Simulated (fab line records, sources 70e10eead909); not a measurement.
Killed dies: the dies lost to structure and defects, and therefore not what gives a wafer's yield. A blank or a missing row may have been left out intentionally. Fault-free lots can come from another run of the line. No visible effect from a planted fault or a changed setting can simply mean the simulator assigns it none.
Chamber matching :: flow nand_harc :: rie_diel-04 running NHARC_P_CONTACT_DESCUM_17: 4 sister chambers
The step chemistry O2, time 3 s. 4 wafers are shown with their chamber, then 12 later ones without.

== EACH WAFER AND ITS CHAMBER ==
wafer: L083.3
chamber: 2
drypump_motor_current_A (A): 6.5

wafer: L085.2
chamber: 1
drypump_motor_current_A (A): 5.0

wafer: L090.5
chamber: 0
drypump_motor_current_A (A): 4.9

wafer: L090.6
chamber: 3
drypump_motor_current_A (A): 5.7

== WAFERS WITH NO CHAMBER GIVEN ==
wafer: L092.2
drypump_motor_current_A (A): 6.5

wafer: L092.3
drypump_motor_current_A (A): 5.6

wafer: L092.6
drypump_motor_current_A (A): 6.5

wafer: L095.2
drypump_motor_current_A (A): 5.1

wafer: L095.4
drypump_motor_current_A (A): 4.9

wafer: L095.6
drypump_motor_current_A (A): 6.5

wafer: L096.3
drypump_motor_current_A (A): 6.5

wafer: L096.4
drypump_motor_current_A (A): 4.9

wafer: L096.6
drypump_motor_current_A (A): 5.6

wafer: L097.2
drypump_motor_current_A (A): 6.5

wafer: L097.3
drypump_motor_current_A (A): 5.6

wafer: L097.5
drypump_motor_current_A (A): 5.1

== CHAMBER TAKEN BY EACH ==
wafer: L092.2
from the rows above: 2
in truth: 2

wafer: L092.3
from the rows above: 3
in truth: 3

wafer: L092.6
from the rows above: 2
in truth: 2

wafer: L095.2
from the rows above: can't be placed: 1 or 0
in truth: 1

wafer: L095.4
from the rows above: can't be placed: 0 or 1
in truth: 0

wafer: L095.6
from the rows above: 2
in truth: 2

wafer: L096.3
from the rows above: 2
in truth: 2

wafer: L096.4
from the rows above: can't be placed: 0 or 1
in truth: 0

wafer: L096.6
from the rows above: 3
in truth: 3

wafer: L097.2
from the rows above: 2
in truth: 2

wafer: L097.3
from the rows above: 3
in truth: 3

wafer: L097.5
from the rows above: can't be placed: 1 or 0
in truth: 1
Correctly placed: 8 of 12. From these rows, 4 cannot be placed; in 4 the true chamber is one of the candidates. Number placed wrongly: 0.
How it was worked out, from the rows above alone: a wafer's distance from a chamber is the root of the sum, over the readings, of the square of ((its reading less the chamber's mean) divided by the reading's scatter). The wafer belongs to the nearest chamber; if the next one is less than 2 further off, it can't be placed. Each chamber's mean is taken over the wafers shown for it. The scatter (one wafer shown for each chamber): square how far every hidden wafer sits from the nearest shown wafer, average those squares and take the square root.
